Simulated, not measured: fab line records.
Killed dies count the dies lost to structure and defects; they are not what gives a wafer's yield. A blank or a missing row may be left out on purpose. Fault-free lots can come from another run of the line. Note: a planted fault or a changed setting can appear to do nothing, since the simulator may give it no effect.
Commonality check across tools    flow nand harc    Lots sampled 13, wafers sampled 39

## REASON FOR OPENING
On 2 of the 13 lots, a flag is raised at NHARC_A_ONON_D2_THK_MEAS_18 on the reading thk nm. Wafers without a fault read 999 nm, standard deviation 12.
Rule: a lot gets a flag if all its wafers with a number sit over 4 standard deviations from that mean, or if no wafer of it has a number. The other lots count as sound.

lot   measured      on             thk nm (nm), wafer by wafer  flag
L638  day 13 05:54  film metro-01  993 992 992                  
L640  day 14 04:55  film metro-01  666 665 663                  FLAGGED
L642  day 14 23:59  film metro-02  705 705 703                  FLAGGED
L650  day 17 21:46  film metro-02  961 960 962                  
L651  day 18 23:44  film metro-01  1009 1007 1009               
L653  day 19 08:12  film metro-01  1006 1009 1009               
L654  day 20 03:32  film metro-01  997 999 998                  
L655  day 20 10:26  film metro-01  995 995 994                  
L656  day 20 10:28  film metro-01  997 999 999                  
L657  day 21 07:14  film metro-02  1000 1000 1001               
L658  day 21 21:25  film metro-02  994 995 995                  
L660  day 22 05:08  film metro-02  999 999 1000                 
L659  day 22 05:08  film metro-01  995 994 995                  
Average over the flagged lots: 684 nm; offset from the usual -314 nm, equal to -26 standard deviations.

## TOOL THAT RAN EACH LOT
Before the reading, the record contains 2 process steps out of a 1302-step route. Every cell lists first the tool, next ch and the chambers used by the sampled wafers, and last the start.
lot   flag     NHARC_A_CHANNEL_FILL_D1_ETCHBACK_20  NHARC_A_ONON_D2_DEP_16
L638           rie diel-12 ch 2,3, day 10 10:24     pecvd onon-02 ch 0, day 13 05:27
L640  FLAGGED  rie diel-12 ch 0,1,2, day 11 05:43   pecvd onon-02 ch 0, day 14 04:32
L642  FLAGGED  rie diel-02 ch 2,3, day 12 02:55     pecvd onon-02 ch 0, day 14 23:28
L650           rie diel-02 ch 1,2,3, day 15 01:27   pecvd onon-02 ch 0, day 17 21:26
L651           rie diel-03 ch 1,2,3, day 15 20:37   pecvd onon-03 ch 0, day 18 23:17
L653           rie diel-02 ch 1,2,3, day 16 09:51   pecvd onon-02 ch 0, day 19 07:41
L654           rie diel-12 ch 1,2, day 16 23:58     pecvd onon-03 ch 0, day 20 03:04
L655           rie diel-03 ch 2,3, day 17 12:20     pecvd onon-02 ch 0, day 20 09:55
L656           rie diel-12 ch 1,2, day 17 12:20     pecvd onon-01 ch 0, day 20 09:58
L657           rie diel-02 ch 0,3, day 18 09:09     pecvd onon-02 ch 0, day 21 06:43
L658           rie diel-03 ch 1,2,3, day 18 22:40   pecvd onon-02 ch 0, day 21 20:55
L660           rie diel-12 ch 0,1,3, day 19 10:34   pecvd onon-03 ch 0, day 22 04:37
L659           rie diel-12 ch 1,2, day 19 06:22     pecvd onon-02 ch 0, day 22 04:44
These steps, and what they do:
- NHARC_A_CHANNEL_FILL_D1_ETCHBACK_20: etches the open film in C4F8/O2/Ar, target depth 27 nm, time 13.5 s.
- NHARC_A_ONON_D2_DEP_16: target thk 1000 nm.
- NHARC_A_ONON_D2_THK_MEAS_18: measures by ellipsometry.

## FLAGGED OVER TOTAL, TOOL BY TOOL (the gauges that took the reading come last)
step                                 tool           lots run  flagged  share of the flagged lots  sound lots run after its first flagged lot
NHARC_A_CHANNEL_FILL_D1_ETCHBACK_20  rie diel-02    4         1        some                       3 (L650,L653,L657)
NHARC_A_CHANNEL_FILL_D1_ETCHBACK_20  rie diel-03    3         0        none                       -
NHARC_A_CHANNEL_FILL_D1_ETCHBACK_20  rie diel-12    6         1        some                       4 (L654,L656,L659,L660)
NHARC_A_ONON_D2_DEP_16               pecvd onon-01  1         0        none                       -
NHARC_A_ONON_D2_DEP_16               pecvd onon-02  9         2        all                        6 (L650,L653,L655,L657,L658,L659)
NHARC_A_ONON_D2_DEP_16               pecvd onon-03  3         0        none                       -
NHARC_A_ONON_D2_THK_MEAS_18          film metro-01  8         1        some                       6 (L651,L653,L654,L655,L656,L659)
NHARC_A_ONON_D2_THK_MEAS_18          film metro-02  5         1        some                       4 (L650,L657,L658,L660)

## WHAT IS ALLOWED BY THE TABLE
All flagged lots share 1 row of the table, namely pecvd onon-02 at NHARC_A_ONON_D2_DEP_16.
- pecvd onon-02 at NHARC_A_ONON_D2_DEP_16 ran 9 lots, 2 of them flagged. Sound lots ran on it after the first flagged one (L650, L653, L655, L657, L658, L659), which a lasting fault on the whole tool wouldn't allow.
Every row of the table either missed a flagged lot or ran a sound lot after the first.

## WHAT WAS PUT IN BY THE SIMULATOR
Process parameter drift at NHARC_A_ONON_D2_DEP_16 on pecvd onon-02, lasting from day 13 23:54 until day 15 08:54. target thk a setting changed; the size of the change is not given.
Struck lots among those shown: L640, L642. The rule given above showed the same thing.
